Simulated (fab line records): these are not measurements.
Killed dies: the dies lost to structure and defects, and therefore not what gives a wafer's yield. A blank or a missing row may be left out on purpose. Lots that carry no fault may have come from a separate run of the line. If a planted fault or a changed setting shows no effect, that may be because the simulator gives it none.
Struck lot and sound lot, side by side ; flow nandHarc ; 15 steps out of a route of 1302
Sound: these wafers, L805.2, L805.4, L805.5. Struck: wafer L818.5. At the end, the cause is stated.
Per side, at each step with rows, come the tool, then ch with its chambers, and then its first start. Under that, the readings that differ: sound wafers ; struck wafers ; difference of the means ; sigmas: that difference in standard deviations of wafers without a fault.
alike: words and numbers the same on both sides, and readings whose means are apart by under 2 such deviations; not compared: readings that were withheld, readings missing a value for some wafer, numbers with overlapping values and no deviation given by the record, and bounds like >300 which may hide the same value.
Wherever a step has rows on one side only, a row that says differs or no value, or a row with sigmas, the two part there. Numbers that have no deviation but don't overlap get no sigmas and don't part them. A reading that every wafer of one side lacks parts them only if that side has two wafers or more.

NHARC_P_GATE_STRIP_75: strips in O2.
  sound on plasmaAsher-01 ch 0, day 7 08:31; struck on plasmaAsher-02 ch 1, day 12 20:40
  alike: drypumpMotorCurrentA, heaterPowerW
  not compared: rfHoursCounterH
then, 9 steps without rows for these wafers: NHARC_P_GATE_STRIP_50 (strips in SPM, time 900 s); NHARC_P_GATE_DEHYDRATE_51 (time 120 s); NHARC_P_GATE_HMDS_52 (time 30 s); NHARC_P_GATE_COAT_53; NHARC_P_GATE_SOFTBAKE_54 (time 95 s); NHARC_P_GATE_EBR_55; NHARC_P_GATE_EXPOSE_56 (exposes mask P PSD, target cd 720 nm); NHARC_P_GATE_PEB_57 (peb time 85 s); NHARC_P_GATE_DEVELOP_58 (time 70 s).
NHARC_P_GATE_CD_MEAS_59: the cd target is 720 nm.
  sound on cdSem-03 ch 0, day 7 09:19; struck on cdSem-02 ch 0, day 12 21:33
  alike: cdNm
then, 1 step without rows for these wafers: NHARC_P_GATE_HARDBAKE_60 (time 80 s).
NHARC_P_GATE_DESCUM_61: chemistry O2, time 3 s.
  sound on rieDiel-08 ch 0,2,3, day 7 09:30; struck on rieDiel-13 ch 2, day 12 21:45
reading;sound;struck;difference;sigmas
runLengthS (s);23.65 23.54 23.35;22.58;-0.93;-3
  alike: drypumpMotorCurrentA, oesProductAu, rfVppV, showerheadPlenumPTorr, throttleValvePct
  not compared: rfHoursCounterH
following that, these wafers have no rows for 1 step: NHARC_P_GATE_IMPLANT_62.
-- record jumps: 18 days between struck wafers' starts before vs after; left off in module P_GATE, resumes in module END, first step shown is number 1302 of the route --
NHARC_END_SORT_01:
  sound on prober-01 ch 0, day 25 18:27; struck on prober-02 ch 0, day 31 06:38
reading;sound;struck;difference;sigmas
killedAtArray;32 34 34;80;+47;+2
killedDies;42 45 42;88;+45;+2
killedOpen;3 7 1;8;+4;+2
  alike: killedAtOther, killedAtPeriphery, killedShort

WHERE THEY PART
Earliest at NHARC_P_GATE_DESCUM_61; latest, in this record, at NHARC_END_SORT_01.

WHY: the cause the simulator had injected
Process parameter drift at NHARC_P_GATE_DESCUM_61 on rieDiel-13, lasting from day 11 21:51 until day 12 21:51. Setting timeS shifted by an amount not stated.
